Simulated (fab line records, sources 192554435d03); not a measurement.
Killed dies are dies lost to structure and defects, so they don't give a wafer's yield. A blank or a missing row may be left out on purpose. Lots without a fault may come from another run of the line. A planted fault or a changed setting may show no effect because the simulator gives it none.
Chamber matching | flow n5_finfet | N5_BEOL_M1_DESCUM_16 on rie_diel-01: 4 sister chambers
The step chemistry O2, time 7 s. 4 wafers are shown with their chamber, then 12 later ones without.

WAFERS WITH THEIR CHAMBER
wafer  | chamber | drypump_motor_current_A (A)
L090.1 | 2       | 6.0
L090.2 | 3       | 5.0
L091.2 | 1       | 6.5
L091.5 | 0       | 6.0

WAFERS WITHOUT THEIR CHAMBER
wafer  | drypump_motor_current_A (A)
L092.1 | 5.9
L092.4 | 6.5
L092.6 | 6.0
L093.1 | 5.0
L093.3 | 5.9
L093.5 | 6.0
L094.1 | 5.9
L094.2 | 5.0
L094.5 | 6.5
L097.2 | 6.0
L097.3 | 6.5
L097.6 | 5.0

WHICH CHAMBER EACH WENT THROUGH
wafer  | from the rows above     | in truth
L092.1 | can't be placed: 0 or 2 | 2
L092.4 | 1                       | 1
L092.6 | can't be placed: 0 or 2 | 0
L093.1 | 3                       | 3
L093.3 | can't be placed: 0 or 2 | 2
L093.5 | can't be placed: 0 or 2 | 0
L094.1 | can't be placed: 0 or 2 | 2
L094.2 | 3                       | 3
L094.5 | 1                       | 1
L097.2 | can't be placed: 0 or 2 | 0
L097.3 | 1                       | 1
L097.6 | 3                       | 3
Placed correctly: 6 of 12. Can't be placed from these rows: 6 (the true chamber is among the candidates in 6). Placed wrongly: 0.
How it was worked out, from the rows above alone: a wafer's distance from a chamber is the root of the sum, over the readings, of the square of ((its reading less the chamber's mean) divided by the reading's scatter). The wafer belongs to the nearest chamber; if the next one is less than 2 further off, it can't be placed. A chamber's mean is the mean of its shown wafers. The scatter: with one shown wafer a chamber, the root of the mean of the squares of how far each hidden wafer lies from its nearest shown one.
